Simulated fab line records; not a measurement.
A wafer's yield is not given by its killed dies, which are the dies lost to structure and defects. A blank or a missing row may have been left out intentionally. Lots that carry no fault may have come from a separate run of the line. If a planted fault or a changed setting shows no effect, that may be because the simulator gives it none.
Chamber matching | flow n5 finfet | N5_BEOL_M5_STRIP_36 on rie diel-01: 4 sister chambers
The step strips in N2/H2. 14 wafers are shown with their chamber, then 7 later ones without.

WAFERS, EACH WITH ITS CHAMBER
wafer  | chamber | throttle valve pct (%) | drypump motor current A (A) | showerhead plenum p Torr (Torr)
L074.1 | 0       | 23.61                  | 5.3                         | 2.68
L074.3 | 3       | 23.31                  | 5.7                         | 2.62
L074.6 | 2       | 23.94                  | 5.4                         | 2.55
L078.1 | 3       | 23.33                  | 5.7                         | 2.61
L078.2 | 0       | 23.60                  | 5.3                         | 2.68
L078.5 | 0       | 23.61                  | 5.3                         | 2.68
L082.1 | 2       | 23.95                  | 5.5                         | 2.54
L082.2 | 1       | 22.74                  | 6.0                         | 2.47
L082.5 | 1       | 22.77                  | 6.0                         | 2.47
L084.1 | 0       | 23.61                  | 5.3                         | 2.67
L084.2 | 3       | 23.34                  | 5.7                         | 2.61
L084.3 | 2       | 23.92                  | 5.4                         | 2.54
L090.1 | 1       | 22.76                  | 6.0                         | 2.46
L090.3 | 3       | 23.37                  | 5.7                         | 2.60

SIGNATURES (means of the wafers above)
reading                  | chamber 0 | chamber 1 | chamber 2 | chamber 3 | scatter within a chamber
throttle valve pct       | 23.6075   | 22.7567   | 23.9367   | 23.3375   | 0.017
drypump motor current A  | 5.300     | 6.000     | 5.433     | 5.700     | 0.0258
showerhead plenum p Torr | 2.6775    | 2.4667    | 2.5433    | 2.6100    | 0.00639
Rule: for each reading, subtract the chamber's mean from the wafer's reading, divide by that reading's scatter and square the result; add these up over the readings and take the root, which gives the wafer's distance from the chamber. If the next closest chamber is less than 2 further off than the closest, the wafer can't be placed; otherwise it belongs to the closest. The scatter is the square root of a quotient: the sum, over the shown wafers, of each reading's squared deviation from its chamber's mean, divided by wafers minus chambers.

WAFERS MISSING THEIR CHAMBER
wafer  | throttle valve pct (%) | drypump motor current A (A) | showerhead plenum p Torr (Torr)
L090.4 | 23.67                  | 5.4                         | 2.67
L094.3 | 22.83                  | 6.0                         | 2.46
L094.4 | 23.63                  | 5.3                         | 2.67
L094.5 | 23.34                  | 5.7                         | 2.60
L095.1 | 23.97                  | 5.4                         | 2.53
L095.2 | 23.63                  | 5.3                         | 2.66
L095.6 | 23.60                  | 5.3                         | 2.66

CHAMBER TAKEN BY EACH
wafer  | from the rows above | in truth
L090.4 | 0                   | 0
L094.3 | 1                   | 1
L094.4 | 0                   | 0
L094.5 | 3                   | 3
L095.1 | 2                   | 2
L095.2 | 0                   | 0
L095.6 | 0                   | 0
Placed correctly: 7 of 7. Number that these rows cannot place: 0. Wrongly placed: 0.
